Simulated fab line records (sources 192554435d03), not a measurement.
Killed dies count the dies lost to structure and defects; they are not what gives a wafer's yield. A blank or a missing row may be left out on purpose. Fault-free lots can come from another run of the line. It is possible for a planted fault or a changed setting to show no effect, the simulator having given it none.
fab line records	flow n5_finfet
record: lots: 12	wafers: 32	last_day: 18
route steps=1938 shown ZERO_LAYER@17 WELL_APT@30 FIN_SAQP@94 PASSIVATION@1936
lots with no fault: from the same line, run without faults
start_h: start of the lot's first displayed wafer, in hours after the record's first day	wait_h: hours since the lot's step before	" same as the row above	L1.1+2: a single row standing in for several wafers	- value missing, or start not given	* or withheld: withheld	< > ~ a bound
route shown NAME@n: NAME is a module with steps in the file, n the number in the route of the first one	usual: the fault-free wafers' mean and standard deviation	same: alike in all rows	chamber/n: place in a boat	sites: each site's reading	_std_site: their standard deviation	_edge_site: outer sites' mean less inner sites'	radius_mm: for every site, how far away it sits from the centre of the wafer	mask NAME#n: copy n	behind: the last tool/chamber to shape the wafer	hold: cause of the lot's hold/its duration in hours/its outcome	device: names the non-switching transistor (n, p or np)	end of line: the same wafers' tests at the end of the route	step lacking rows: just its recipe	killed: count of dies lost to structure and defects at first sort (not the wafer's yield)	map: a wafer's dies, marking killed ones x, the rest . and places with no die _
set.NAME: the run value of the setting; set.NAME@STEP: its run value at that earlier step	model.NAME: the simulator's own value behind a step, which no gauge read
the route's steps for a sample of lots (tables are steps, rows are wafers)
services: a tool's chamber out of use, with start hour (start_h, from the record's first day; less than 0 if before it), hours out, and reason
== steps ==
step: N5_ZERO_LAYER_STRIP_24
recipe: chemistry: O2	power_w: 1000	temp_c: 250	overash_fraction: 0.3	pressure_mtorr: 1000	o2_flow_sccm: 6750
usual: drypump_motor_current_A: 5.7/0.34	heater_power_w: 326/11	o2_flow_sccm: 6747/22	oes_product_au: 0.648/0.005	strip_time_to_endpoint_s: 43.82/0.11
lot.wafer	tool	chamber	start_h	wait_h	drypump_motor_current_A	heater_power_w	o2_flow_sccm	oes_product_au	rf_hours_counter_h	strip_time_to_endpoint_s
L155.2	plasma_asher-02	0	13.02	0.1	5.3	342	6725	0.647	23	43.77
L155.3	"	1	"	"	5.5	313	6773	0.651	-	43.71
L155.5	"	0	"	"	5.2	338	6708	0.654	-	43.84
L156.3	plasma_asher-01	0	19.26	0.1	6.2	334	6749	0.659	-	43.87
L156.4	"	1	"	"	5.6	315	6769	0.642	-	43.84
L156.6	"	1	"	"	5.7	311	6748	0.648	-	43.76
L159.1	plasma_asher-02	1	37.02	0.1	5.5	322	6769	0.646	29	43.83
L159.4	"	1	"	"	5.5	315	6766	0.645	-	43.75
L160.1	plasma_asher-01	1	43.44	0.1	5.7	304	6737	0.643	81	43.89
L160.6	"	0	"	"	6.2	327	6730	0.650	-	43.87
L161.1	plasma_asher-01	1	49.02	0.1	5.7	319	6720	0.649	83	43.92
L161.6	"	1	"	"	5.7	317	6754	0.639	-	44.02
L162.4	plasma_asher-01	1	55.04	0.1	5.6	306	6761	0.644	-	43.88
L162.6	"	1	"	"	5.6	315	6749	0.652	-	43.74
L163.2	plasma_asher-01	0	61.34	0.1	6.2	324	6774	0.649	85	43.89
L163.4	"	1	"	"	5.7	321	6774	0.647	-	43.89
L163.5	"	1	"	"	5.7	315	6754	0.656	-	43.86
L165.4	plasma_asher-01	0	73.05	0.0	6.2	327	6751	0.649	-	43.84
L165.5	"	1	"	"	5.7	316	6747	0.651	-	43.79
L165.6	"	0	"	"	6.2	323	6779	0.656	-	43.77
L175.1	plasma_asher-02	1	132.90	0.1	5.5	320	6677	0.644	46	43.78
L175.3	"	1	"	"	5.5	327	6746	0.646	-	43.71
L175.5	"	0	"	"	5.3	345	6764	0.649	-	43.79
L176.4	plasma_asher-02	1	138.92	0.1	5.5	319	6753	0.648	-	43.71
L176.5	"	0	"	"	5.3	344	6763	0.646	-	43.76
L176.6	"	1	"	"	5.5	319	6738	0.661	-	43.76
L177.3	plasma_asher-01	0	144.93	0.1	6.2	337	6736	0.649	-	43.97
L177.5	"	0	"	"	6.2	332	6747	0.641	-	43.90
L177.6	"	1	"	"	5.7	313	6709	0.643	-	43.80
L178.2	plasma_asher-01	0	151.11	0.2	6.2	328	6728	0.654	104	43.84
L178.3	"	1	"	"	5.7	324	6711	0.646	-	43.68
L178.5	"	1	"	"	5.6	316	6742	0.650	-	43.72
step: N5_ZERO_LAYER_INSPECT_20
recipe: inspect_instrument: darkfield	mode: post_clean
usual: raw_defect_count: 33/13
lot.wafer	tool	chamber	start_h	wait_h	raw_defect_count
L155.2	defect_inspect-02	-	13.38	0.0	22
L155.3	"	-	"	"	22
L155.5	"	-	"	"	33
L156.3	defect_inspect-02	-	19.61	0.0	57
L156.4	"	-	"	"	35
L156.6	"	-	"	"	44
L159.1	defect_inspect-01	-	37.38	0.0	18
L159.4	"	-	"	"	29
L160.1	defect_inspect-01	-	43.83	0.0	31
L160.6	"	-	"	"	55
L161.1	defect_inspect-01	-	49.38	0.0	9
L161.6	"	-	"	"	28
L162.4	defect_inspect-01	-	55.38	0.0	27
L162.6	"	-	"	"	32
L163.2	defect_inspect-01	-	61.71	0.0	1133
L163.4	"	-	"	"	1107
L163.5	"	-	"	"	1105
L165.4	defect_inspect-02	-	73.42	0.0	1144
L165.5	"	-	"	"	1084
L165.6	"	-	"	"	1054
L175.1	defect_inspect-02	-	133.28	0.0	21
L175.3	"	-	"	"	48
L175.5	"	-	"	"	24
L176.4	defect_inspect-01	-	139.27	0.0	17
L176.5	"	-	"	"	24
L176.6	"	-	"	"	28
L177.3	defect_inspect-01	-	145.27	0.0	10
L177.5	"	-	"	"	34
L177.6	"	-	"	"	9
L178.2	defect_inspect-01	-	151.47	0.0	36
L178.3	"	-	"	"	34
L178.5	"	-	"	"	37
step: N5_WELL_APT_INSPECT_10
recipe: mode: adi	inspect_instrument: macro
usual: raw_defect_count: 2/1.4
lot.wafer	tool	chamber	start_h	wait_h	raw_defect_count
L155.2	defect_inspect-01	-	13.73	0.0	3
L155.3	"	-	"	"	1
L155.5	"	-	"	"	2
L156.3	defect_inspect-01	-	20.09	0.0	3
L156.4	"	-	"	"	1
L156.6	"	-	"	"	1
L159.1	defect_inspect-01	-	37.87	0.0	7
L159.4	"	-	"	"	0
L160.1	defect_inspect-02	-	44.18	0.0	0
L160.6	"	-	"	"	0
L161.1	defect_inspect-02	-	49.73	0.0	2
L161.6	"	-	"	"	0
L162.4	defect_inspect-01	-	55.74	0.0	3
L162.6	"	-	"	"	1
L163.2	defect_inspect-01	-	62.19	0.0	>300
L163.4	"	-	"	"	>300
L163.5	"	-	"	"	>300
L165.4	defect_inspect-02	-	73.79	0.0	>300
L165.5	"	-	"	"	>300
L165.6	"	-	"	"	>300
L175.1	defect_inspect-01	-	133.64	0.0	4
L175.3	"	-	"	"	5
L175.5	"	-	"	"	1
L176.4	defect_inspect-01	-	139.75	0.0	1
L176.5	"	-	"	"	1
L176.6	"	-	"	"	0
L177.3	defect_inspect-01	-	145.63	0.0	1
L177.5	"	-	"	"	3
L177.6	"	-	"	"	0
L178.2	defect_inspect-01	-	151.96	0.0	2
L178.3	"	-	"	"	4
L178.5	"	-	"	"	1
step: N5_WELL_APT_CD_MEAS_25
recipe: target_cd_nm: 200	landing_energy_ev: 500	detector: se_inlens
usual: cd_nm: 200/3.1
lot.wafer	tool	chamber	start_h	wait_h	cd_nm
L155.2	cd_sem-03	0	14.80	-	203
L155.3	"	0	"	"	204
L155.5	"	0	"	"	200
L156.3	cd_sem-03	0	21.43	-	201
L156.4	"	0	"	"	204
L156.6	"	0	"	"	200
L159.1	cd_sem-01	0	39.06	-	197
L159.4	"	0	"	"	196
L160.1	cd_sem-01	0	45.40	-	201
L160.6	"	0	"	"	200
L161.1	cd_sem-01	0	50.80	-	208
L161.6	"	0	"	"	202
L162.4	cd_sem-03	0	56.81	-	208
L162.6	"	0	"	"	205
L163.2	cd_sem-02	0	63.26	-	203
L163.4	"	0	"	"	199
L163.5	"	0	"	"	202
L165.4	cd_sem-02	0	75.03	-	199
L165.5	"	0	"	"	203
L165.6	"	0	"	"	197
L175.1	cd_sem-03	0	135.08	-	200
L175.3	"	0	"	"	202
L175.5	"	0	"	"	203
L176.4	cd_sem-02	0	140.94	-	201
L176.5	"	0	"	"	198
L176.6	"	0	"	"	199
L177.3	cd_sem-02	0	146.84	-	205
L177.5	"	0	"	"	198
L177.6	"	0	"	"	200
L178.2	cd_sem-02	0	153.16	-	195
L178.3	"	0	"	"	197
L178.5	"	0	"	"	202
step: N5_FIN_SAQP_ALD_61
recipe: material: SiO2	target_thk_a: 40	temp_c: 300	ald_precursor_family: BDEAS	ald_co_reactant: O2-plasma	pulse_time_s: 1	purge_time_s: 2	co_reactant_purge_time_s: 2	ald_cycles: 43	pressure_torr: 2
usual: heater_power_w: 485/34	precursor_pulse_height_rel: 1.000/0.022
lot.wafer	tool	chamber	start_h	wait_h	heater_power_w	precursor_pulse_height_rel
L155.2	ald_sin-01	3	20.06	0.3	505	1.044
L155.3	"	1	"	"	462	0.966
L155.5	"	0	"	"	473	1.014
L156.3	ald_sin-01	0	27.50	0.0	499	0.993
L156.4	"	3	"	"	496	1.019
L156.6	"	2	"	"	442	1.002
L159.1	ald_sin-03	2	44.62	0.0	507	1.001
L159.4	"	0	"	"	517	0.997
L160.1	ald_sin-04	0	50.58	0.1	462	0.983
L160.6	"	0	"	"	457	1.003
L161.1	ald_sin-01	0	56.39	0.0	490	0.993
L161.6	"	3	"	"	492	0.987
L162.4	ald_sin-03	1	63.53	0.0	535	1.000
L162.6	"	2	"	"	522	0.961
L163.2	ald_sin-01	2	69.37	0.0	445	1.000
L163.4	"	1	"	"	473	0.976
L163.5	"	3	"	"	493	0.988
L165.4	ald_sin-04	3	80.95	0.0	482	0.958
L165.5	"	2	"	"	408	1.011
L165.6	"	3	"	"	501	1.027
L175.1	ald_sin-04	2	140.47	0.0	425	1.009
L175.3	"	3	"	"	475	0.993
L175.5	"	0	"	"	458	1.040
L176.4	ald_sin-04	0	148.19	2.0	454	0.987
L176.5	"	2	"	"	434	1.013
L176.6	"	3	"	"	489	1.010
L177.3	ald_sin-03	0	152.77	0.1	522	0.980
L177.5	"	3	"	"	520	0.999
L177.6	"	2	"	"	511	0.969
L178.2	ald_sin-01	0	159.18	0.0	492	1.012
L178.3	"	3	"	"	496	1.016
L178.5	"	3	"	"	486	1.015
step: N5_FIN_SAQP_PECVD_47
recipe: material: a-Si	target_thk_a: 450	temp_c: 400	precursor: SiH4/He	pressure_torr: 3	rf_w: 100	time_s: 36.3
usual: heater_power_w: 759/75	showerhead_plenum_p_Torr: 5.63/0.046	throttle_valve_pct: 18.5/1.1
lot.wafer	tool	chamber	start_h	wait_h	heater_power_w	showerhead_plenum_p_Torr	throttle_valve_pct
L155.2	pecvd-01	0	20.60	0.0	900	5.64	17.6
L155.3	"	2	"	"	709	5.60	17.2
L155.5	"	2	"	"	712	5.61	17.1
L156.3	pecvd-03	0	28.06	0.1	920	5.68	18.9
L156.4	"	1	"	"	709	5.67	19.4
L156.6	"	0	"	"	923	5.70	19.2
L159.1	pecvd-01	2	45.25	0.0	677	5.60	17.3
L159.4	"	2	"	"	680	5.60	17.2
L160.1	pecvd-04	1	51.12	0.0	758	5.65	19.1
L160.6	"	0	"	"	850	5.55	18.1
L161.1	pecvd-04	2	56.93	0.0	829	5.59	17.6
L161.6	"	2	"	"	848	5.58	17.8
L162.4	pecvd-04	0	64.28	0.1	800	5.56	18.1
L162.6	"	2	"	"	766	5.58	17.9
L163.2	pecvd-04	2	69.91	0.0	801	5.59	18.0
L163.4	"	0	"	"	829	5.56	18.1
L163.5	"	2	"	"	818	5.59	17.9
L165.4	pecvd-01	1	81.51	0.1	689	5.68	20.5
L165.5	"	2	"	"	701	5.61	17.4
L165.6	"	0	"	"	923	5.64	17.6
L175.1	pecvd-03	1	141.01	0.0	732	5.66	19.3
L175.3	"	2	"	"	660	5.71	16.6
L175.5	"	1	"	"	728	5.66	19.5
L176.4	pecvd-04	2	148.67	0.1	719	5.59	17.9
L176.5	"	0	"	"	720	5.55	18.3
L176.6	"	1	"	"	804	5.65	19.6
L177.3	pecvd-01	0	153.35	0.0	803	5.65	17.7
L177.5	"	2	"	"	686	5.61	17.6
L177.6	"	1	"	"	767	5.69	20.7
L178.2	pecvd-04	1	159.72	0.0	762	5.65	19.3
L178.3	"	2	"	"	705	5.58	17.8
L178.5	"	2	"	"	715	5.59	17.9
step: N5_PASSIVATION_PROBE_49
usual: killed_at_M0_to_M3: 34/11	killed_at_M4_up: 14/5.6	killed_at_contacts: 13/5.9	killed_at_front_end: 40/11	killed_at_other: 4/3.1	killed_dies: 105/16	killed_on_rim: 14/4.2	killed_open: 68/11	killed_short: 34/8.4
same: gross_dies: 1180	killed_at_back_side: 0
lot.wafer	tool	chamber	start_h	wait_h	killed_at_M0_to_M3	killed_at_M4_up	killed_at_contacts	killed_at_front_end	killed_at_other	killed_dies	killed_on_rim	killed_open	killed_short
L155.2	prober-01	-	286.04	0.1	40	15	18	41	1	115	23	66	43
L155.3	prober-01	-	286.09	0.1	38	20	32	32	2	124	13	88	36
L155.5	prober-01	-	286.19	0.2	34	11	28	35	1	109	13	69	39
L156.3	prober-01	-	297.44	0.1	28	16	17	36	1	98	13	67	30
L156.4	prober-01	-	297.49	0.2	56	20	15	40	2	133	18	87	38
L156.6	prober-01	-	297.59	0.3	36	22	26	50	7	141	24	98	39
L159.1	prober-02	-	299.52	0.0	14	23	26	27	0	90	12	62	26
L159.4	prober-02	-	299.67	0.2	41	13	21	40	1	116	21	65	47
L161.1	prober-01	-	317.45	0.0	38	10	7	40	6	101	10	67	34
L161.6	prober-01	-	317.70	0.3	25	10	13	50	2	100	12	56	41
L162.4	prober-02	-	320.32	0.2	57	12	10	33	1	113	17	71	34
L162.6	prober-02	-	320.42	0.3	33	13	14	35	2	97	13	66	28
L160.1	prober-01	-	325.12	0.0	30	9	22	42	1	104	16	77	27
L160.6	prober-01	-	325.37	0.3	27	12	6	42	4	91	10	69	20
L163.2	prober-02	-	344.68	0.6	30	14	5	168	3	220	13	49	26
L163.4	prober-02	-	344.78	0.7	44	15	12	121	2	194	30	57	33
L163.5	prober-02	-	344.83	0.7	58	15	14	108	1	196	34	65	36
L165.4	prober-01	-	353.80	0.2	24	13	23	182	2	244	13	64	28
L165.5	prober-01	-	353.85	0.2	26	8	29	141	2	206	31	67	38
L165.6	prober-01	-	353.90	0.3	28	6	14	195	4	247	15	62	33
L175.1	prober-02	-	429.63	1.2	27	10	8	63	2	110	18	65	45
L175.3	prober-02	-	429.73	1.3	32	12	11	28	2	85	12	57	26
L175.5	prober-02	-	429.83	1.4	26	21	11	43	5	106	15	65	39
L176.4	prober-02	-	430.08	1.6	26	21	23	50	2	122	14	86	36
L176.5	prober-02	-	430.13	1.6	42	19	11	23	2	97	14	73	24
L176.6	prober-02	-	430.18	1.7	30	31	7	40	6	114	18	85	27
L177.3	prober-01	-	442.74	0.1	22	6	22	50	9	109	17	76	26
L177.5	prober-01	-	442.84	0.2	29	14	12	42	5	102	14	72	28
L177.6	prober-01	-	442.89	0.3	33	8	18	50	9	118	16	80	32
L178.2	prober-02	-	442.85	0.1	27	25	17	69	6	144	19	96	48
L178.3	prober-02	-	442.90	0.1	30	27	12	40	4	113	18	74	39
L178.5	prober-02	-	443.00	0.2	20	25	9	45	1	100	12	70	29
killed by level:class
L155.2 BEOL_M0_SAQP:geometric_particle:open=10 MOL_CONTACT_COAG:geometric_particle:open=9 MOL_CONTACT_COAG:geometric_particle:short=9 FIN_SAQP:geometric_particle:short=7 BEOL_M1:geometric_particle:open=7 BEOL_M4:geometric_particle:open=7 HKMG_FIN:area_etch=6 DUMMY_GATE:geometric_particle:open=5
L155.3 MOL_CONTACT_COAG:geometric_particle:open=25 BEOL_M0_SAQP:geometric_particle:short=10 BEOL_M3:geometric_particle:open=10 BEOL_M4:geometric_particle:open=9 DUMMY_GATE:geometric_particle:open=7 MOL_CONTACT_COAG:geometric_particle:short=7 BEOL_M0_SAQP:geometric_particle:open=6 BEOL_M2:geometric_particle:open=6
L155.5 MOL_CONTACT_COAG:geometric_particle:open=20 BEOL_M2:geometric_particle:open=8 MOL_CONTACT_COAG:geometric_particle:short=8 FIN_SAQP:geometric_particle:open=6 FIN_SAQP:geometric_particle:short=6 STI_FIN_REVEAL:geometric_particle:open=6 BEOL_M0_SAQP:geometric_particle:short=6 BEOL_M0_SAQP:geometric_particle:open=5
L156.3 MOL_CONTACT_COAG:geometric_particle:open=14 BEOL_M3:geometric_particle:open=14 BEOL_M4:geometric_particle:open=10 FIN_SAQP:geometric_particle:short=8 STI_FIN_REVEAL:geometric_particle:open=6 BEOL_M0_SAQP:geometric_particle:short=6 GATE_CUT:geometric_particle:short=5 GATE_CUT:geometric_particle:open=4
L156.4 BEOL_M3:geometric_particle:open=19 MOL_CONTACT_COAG:geometric_particle:open=14 BEOL_M2:geometric_particle:open=10 FIN_SAQP:geometric_particle:short=8 BEOL_M4:geometric_particle:open=8 HKMG_FIN:area_etch=7 FIN_SAQP:geometric_particle:open=6 STI_FIN_REVEAL:geometric_particle:open=5
L156.6 MOL_CONTACT_COAG:geometric_particle:open=20 STI_FIN_REVEAL:geometric_particle:open=18 BEOL_M4:geometric_particle:open=13 BEOL_M2:geometric_particle:open=10 BEOL_M3:geometric_particle:open=7 GATE_CUT:geometric_particle:short=6 MOL_CONTACT_COAG:geometric_particle:short=6 STARTING-WAFER:geometric_particle:short=6
L159.1 MOL_CONTACT_COAG:geometric_particle:open=19 FIN_SAQP:geometric_particle:open=9 BEOL_M4:geometric_particle:open=9 FIN_SAQP:geometric_particle:short=7 MOL_CONTACT_COAG:geometric_particle:short=7 DUMMY_GATE:geometric_particle:open=4 BEOL_M8:geometric_particle:open=4 STI_FIN_REVEAL:geometric_particle:open=3
L159.4 MOL_CONTACT_COAG:geometric_particle:open=15 FIN_SAQP:geometric_particle:short=13 FIN_SAQP:geometric_particle:open=9 BEOL_M0_SAQP:geometric_particle:short=8 MOL_CONTACT_COAG:geometric_particle:short=6 BEOL_M1:geometric_particle:open=6 BEOL_M3:geometric_particle:open=6 BEOL_M5:geometric_particle:open=6
L161.1 FIN_SAQP:geometric_particle:open=14 BEOL_M1:geometric_particle:open=11 BEOL_M4:geometric_particle:open=9 FIN_SAQP:geometric_particle:short=8 MOL_CONTACT_COAG:geometric_particle:open=6 BEOL_M0_SAQP:geometric_particle:short=5 BEOL_M0_SAQP:geometric_particle:open=5 BEOL_M1:geometric_particle:short=4
L161.6 FIN_SAQP:geometric_particle:short=19 FIN_SAQP:geometric_particle:open=13 MOL_CONTACT_COAG:geometric_particle:open=10 BEOL_M0:geometric_particle:open=6 BEOL_M4:geometric_particle:open=6 GATE_CUT:geometric_particle:short=4 BEOL_M0_SAQP:geometric_particle:short=4 BEOL_M0_SAQP:geometric_particle:open=4
L162.4 BEOL_M2:geometric_particle:open=20 FIN_SAQP:geometric_particle:open=8 FIN_SAQP:geometric_particle:short=7 MOL_CONTACT_COAG:geometric_particle:open=7 BEOL_M2:geometric_particle:short=7 BEOL_M4:geometric_particle:open=7 BEOL_M0_SAQP:geometric_particle:short=6 BEOL_M1:geometric_particle:open=6
L162.6 MOL_CONTACT_COAG:geometric_particle:open=13 DUMMY_GATE:geometric_particle:open=8 BEOL_M3:geometric_particle:open=7 FIN_SAQP:geometric_particle:open=6 BEOL_M2:geometric_particle:open=6 BEOL_M1:geometric_particle:open=5 BEOL_M4:geometric_particle:open=5 STI_FIN_REVEAL:geometric_particle:open=3
L160.1 MOL_CONTACT_COAG:geometric_particle:open=18 BEOL_M3:geometric_particle:open=12 FIN_SAQP:geometric_particle:open=11 STI_FIN_REVEAL:geometric_particle:open=9 BEOL_M0_SAQP:geometric_particle:short=6 FIN_SAQP:geometric_particle:short=5 BEOL_M0_SAQP:geometric_particle:open=5 DUMMY_GATE:geometric_particle:open=4
L160.6 FIN_SAQP:geometric_particle:open=13 STI_FIN_REVEAL:geometric_particle:open=12 BEOL_M2:geometric_particle:open=11 BEOL_M0_SAQP:geometric_particle:open=7 FIN_SAQP:geometric_particle:short=6 MOL_CONTACT_COAG:geometric_particle:open=6 BEOL_M0_SAQP:geometric_particle:short=6 BEOL_M7:geometric_particle:open=4
L163.2 ZERO_LAYER:unspecified=145 BEOL_M0_SAQP:geometric_particle:short=9 BEOL_M2:geometric_particle:open=9 BEOL_M4:geometric_particle:open=6 DUMMY_GATE:geometric_particle:open=5 MOL_CONTACT_COAG:geometric_particle:open=5 BEOL_M0_SAQP:geometric_particle:open=5 FIN_SAQP:geometric_particle:short=4
L163.4 ZERO_LAYER:unspecified=99 BEOL_M0_SAQP:geometric_particle:open=15 BEOL_M0_SAQP:geometric_particle:short=14 MOL_CONTACT_COAG:geometric_particle:open=8 BEOL_M2:geometric_particle:open=7 BEOL_M4:geometric_particle:open=7 MOL_CONTACT_COAG:geometric_particle:short=4 STARTING-WAFER:geometric_particle:open=4
L163.5 ZERO_LAYER:unspecified=92 BEOL_M0_SAQP:geometric_particle:open=22 BEOL_M0_SAQP:geometric_particle:short=21 MOL_CONTACT_COAG:geometric_particle:open=11 BEOL_M2:geometric_particle:open=6 BEOL_M3:geometric_particle:open=5 BEOL_M5:geometric_particle:open=4 FIN_SAQP:geometric_particle:short=3
L165.4 ZERO_LAYER:unspecified=150 MOL_CONTACT_COAG:geometric_particle:open=20 BEOL_M0_SAQP:geometric_particle:short=10 FIN_SAQP:geometric_particle:open=8 BEOL_M0_SAQP:geometric_particle:open=6 BEOL_M3:geometric_particle:open=6 BEOL_M4:geometric_particle:open=6 STARTING-WAFER:geometric_particle:open=5
L165.5 ZERO_LAYER:unspecified=101 MOL_CONTACT_COAG:geometric_particle:open=21 STI_FIN_REVEAL:geometric_particle:open=12 BEOL_M0_SAQP:geometric_particle:short=9 MOL_CONTACT_COAG:geometric_particle:short=8 BEOL_M0_SAQP:geometric_particle:open=7 DUMMY_GATE:geometric_particle:open=6 FIN_SAQP:geometric_particle:open=5
L165.6 ZERO_LAYER:unspecified=150 FIN_SAQP:geometric_particle:open=12 MOL_CONTACT_COAG:geometric_particle:open=11 STI_FIN_REVEAL:geometric_particle:open=10 BEOL_M0_SAQP:geometric_particle:open=7 BEOL_M0_SAQP:geometric_particle:short=7 FIN_SAQP:geometric_particle:short=5 STI_FIN_REVEAL:geometric_particle:short=5
L175.1 FIN_SAQP:geometric_particle:open=19 FIN_SAQP:geometric_particle:short=15 DUMMY_GATE:geometric_particle:open=7 BEOL_M0_SAQP:geometric_particle:open=7 MOL_CONTACT_COAG:geometric_particle:short=6 BEOL_M2:geometric_particle:open=6 STI_FIN_REVEAL:geometric_particle:open=5 GATE_CUT:geometric_particle:short=4
L175.3 BEOL_M0_SAQP:geometric_particle:open=9 BEOL_M3:geometric_particle:open=7 BEOL_M2:geometric_particle:open=6 MOL_CONTACT_COAG:geometric_particle:open=5 BEOL_M0_SAQP:geometric_particle:short=5 FIN_SAQP:geometric_particle:open=4 MOL_CONTACT_COAG:geometric_particle:short=4 STI_FIN_REVEAL:geometric_particle:open=4
L175.5 DUMMY_GATE:geometric_particle:open=10 FIN_SAQP:geometric_particle:short=8 MOL_CONTACT_COAG:geometric_particle:open=8 BEOL_M0_SAQP:geometric_particle:short=6 BEOL_M4:geometric_particle:open=6 BEOL_M1:geometric_particle:open=5 BEOL_M1:geometric_particle:short=5 BEOL_M5:geometric_particle:open=5
L176.4 MOL_CONTACT_COAG:geometric_particle:open=16 FIN_SAQP:geometric_particle:open=13 STI_FIN_REVEAL:geometric_particle:open=11 BEOL_M4:geometric_particle:open=11 BEOL_M0_SAQP:geometric_particle:open=9 MOL_CONTACT_COAG:geometric_particle:short=7 GATE_CUT:geometric_particle:open=5 BEOL_M0_SAQP:geometric_particle:short=5
L176.5 BEOL_M3:geometric_particle:open=12 FIN_SAQP:geometric_particle:open=9 BEOL_M0_SAQP:geometric_particle:open=9 MOL_CONTACT_COAG:geometric_particle:open=8 BEOL_M0_SAQP:geometric_particle:short=7 BEOL_M2:geometric_particle:open=6 BEOL_M4:geometric_particle:open=6 BEOL_M1:geometric_particle:open=4
L176.6 BEOL_M4:geometric_particle:open=18 STI_FIN_REVEAL:geometric_particle:open=18 BEOL_M3:geometric_particle:open=7 MOL_CONTACT_COAG:geometric_particle:open=6 BEOL_M0_SAQP:geometric_particle:short=6 FIN_SAQP:geometric_particle:open=5 ILD0:geometric_particle:open=5 BEOL_M5:geometric_particle:open=5
L177.3 MOL_CONTACT_COAG:geometric_particle:open=18 STI_FIN_REVEAL:geometric_particle:open=13 FIN_SAQP:geometric_particle:open=8 BEOL_M2:geometric_particle:open=7 STI_FIN_REVEAL:geometric_particle:short=6 DUMMY_GATE:geometric_particle:open=6 FIN_SAQP:geometric_particle:short=5 HKMG_FIN:area_etch=5
L177.5 STI_FIN_REVEAL:geometric_particle:open=14 BEOL_M4:geometric_particle:open=11 MOL_CONTACT_COAG:geometric_particle:open=11 FIN_SAQP:geometric_particle:short=8 BEOL_M2:geometric_particle:open=8 BEOL_M0_SAQP:geometric_particle:short=6 ILD0:geometric_particle:short=4 BEOL_M1:geometric_particle:open=4
L178.2 FIN_SAQP:geometric_particle:open=27 FIN_SAQP:geometric_particle:short=25 BEOL_M4:geometric_particle:open=16 MOL_CONTACT_COAG:geometric_particle:open=13 BEOL_M2:geometric_particle:open=10 BEOL_M0_SAQP:geometric_particle:open=6 MOL_CONTACT_COAG:geometric_particle:short=4 BEOL_M5:geometric_particle:open=4
L177.6 STI_FIN_REVEAL:geometric_particle:open=14 MOL_CONTACT_COAG:geometric_particle:open=11 DUMMY_GATE:geometric_particle:open=7 MOL_CONTACT_COAG:geometric_particle:short=7 BEOL_M0_SAQP:geometric_particle:open=7 BEOL_M2:geometric_particle:open=7 BEOL_M1:geometric_particle:open=6 HKMG_FIN:area_etch=6
L178.3 FIN_SAQP:geometric_particle:short=17 MOL_CONTACT_COAG:geometric_particle:open=11 BEOL_M4:geometric_particle:open=11 FIN_SAQP:geometric_particle:open=9 BEOL_M3:geometric_particle:open=8 BEOL_M0_SAQP:geometric_particle:open=6 BEOL_M0_SAQP:geometric_particle:short=5 BEOL_M5:geometric_particle:open=5
L178.5 FIN_SAQP:geometric_particle:open=14 BEOL_M4:geometric_particle:open=14 FIN_SAQP:geometric_particle:short=12 BEOL_M3:geometric_particle:open=9 MOL_CONTACT_COAG:geometric_particle:open=8 STI_FIN_REVEAL:geometric_particle:open=6 DUMMY_GATE:geometric_particle:open=4 BEOL_M5:geometric_particle:open=4
== services ==
tool	chamber	start_h	hours	kind
ald_sin-04	2	-10.83	3.8	repair
pecvd-04	-	-6.70	0.8	repair
pecvd-04	2	-0.66	2.1	scheduled_down
pecvd-03	1	-0.53	5.5	repair
ald_sin-04	3	0.36	8.4	repair
pecvd-01	0	9.58	8.7	repair
ald_sin-04	1	11.30	18.6	repair
ald_sin-03	-	12.32	0.4	repair
plasma_asher-01	-	28.07	0.6	repair
ald_sin-03	-	36.62	1.1	repair
plasma_asher-02	-	64.01	2.1	repair
pecvd-04	-	68.07	1.5	repair
ald_sin-03	-	75.91	1.0	repair
ald_sin-04	-	85.25	14.0	pm
ald_sin-04	0	85.25	14.0	vent_cycle
ald_sin-04	1	85.25	14.0	vent_cycle
ald_sin-04	2	85.25	14.0	vent_cycle
ald_sin-04	3	85.25	14.0	vent_cycle
pecvd-01	-	88.76	2.8	repair
pecvd-01	-	94.07	6.0	pm
ald_sin-01	2	133.41	14.0	repair
plasma_asher-02	-	146.34	14.6	repair
ald_sin-04	-	155.76	12.3	repair
pecvd-04	0	157.64	2.1	scheduled_down
== key ==
first_sign: step: N5_ZERO_LAYER_INSPECT_20	reading: raw_defect_count	direction: up	sigmas: 80	usual: 33	struck: 1104
effect: step: N5_WELL_APT_INSPECT_10	reading: raw_defect_count	direction: up	sigmas: 99+	usual: 2	struck: >300
effect: step: N5_PASSIVATION_PROBE_49	reading: killed_at_front_end	direction: up	sigmas: 10	usual: 40	struck: 152
more_kills_born_at: N5_ZERO_LAYER_STRIP_24@plasma_asher-01: 737
met_at N5_ZERO_LAYER_STRIP_24
struck_lots L163,L165
tester_left_out L163,L165
not_acting_at N5_WELL_APT_CD_MEAS_25,N5_FIN_SAQP_ALD_61,N5_FIN_SAQP_PECVD_47
onset_between 55.04 61.34
fault: kind: chamber_particle_source	tool: plasma_asher-01	chamber: -	onset_h: 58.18	steps: N5_ZERO_LAYER_STRIP_24	rate_per_visit_cm2: 1.6819	end_h: 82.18
tester_left_out: of these lots the tester's yield and bins aren't shown, on N5 and GAA mostly nor the transistor test; their killed dies are dies lost to structure and defects alone, not to doping, threshold or leakage, so they don't give the yield
